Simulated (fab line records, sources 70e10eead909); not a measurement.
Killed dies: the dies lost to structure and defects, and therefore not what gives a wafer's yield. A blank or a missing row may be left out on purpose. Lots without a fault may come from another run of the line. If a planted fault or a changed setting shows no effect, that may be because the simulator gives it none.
Matching of chambers | flow nand_harc | 4 sister chambers for NHARC_A_WL_FILL_ALD_10 on ald_hk-02
The step deposits SiO2, target thk 50 nm, pulse time 10 s, ald cycles 500. 7 wafers are shown with their chamber, then 7 later ones without.

## EACH WAFER AND ITS CHAMBER
wafer  | chamber | heater_power_w (W) | precursor_pulse_height_rel
L255.1 | 2       | 487                | 1.009
L256.4 | 1       | 488                | 0.991
L256.5 | 1       | 493                | 0.998
L260.5 | 3       | 482                | 0.981
L260.6 | 0       | 527                | 0.998
L261.2 | 0       | 539                | 0.962
L261.4 | 3       | 496                | 1.004

## WAFERS WITHOUT THEIR CHAMBER
wafer  | heater_power_w (W) | precursor_pulse_height_rel
L261.6 | 489                | 0.999
L263.3 | 479                | 1.000
L263.2 | 538                | 1.012
L263.5 | 458                | 1.003
L264.2 | 490                | 1.028
L264.3 | 447                | 1.023
L264.5 | 472                | 1.030

## CHAMBER TAKEN BY EACH
wafer  | from the rows above          | in truth
L261.6 | can't be placed: 1 or 3 or 2 | 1
L263.3 | can't be placed: 2 or 3 or 1 | 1
L263.2 | 0                            | 0
L263.5 | can't be placed: 2 or 3 or 1 | 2
L264.2 | can't be placed: 2 or 1 or 3 | 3
L264.3 | can't be placed: 2 or 3 or 1 | 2
L264.5 | can't be placed: 2 or 3 or 1 | 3
Correct placement for 1 of the 7. Cannot be placed on the basis of these rows: 6; the candidates contain the true chamber in 6. 0 placed wrongly.
How it was worked out, from the rows above alone: a wafer's distance from a chamber is the root of the sum, over the readings, of the square of ((its reading less the chamber's mean) divided by the reading's scatter). The wafer belongs to the nearest chamber; if the next one is less than 2 further off, it can't be placed. For every chamber, the mean is computed from those of its wafers that are shown. The scatter is the square root of a quotient: the sum, over the shown wafers, of each reading's squared deviation from its chamber's mean, divided by wafers minus chambers.
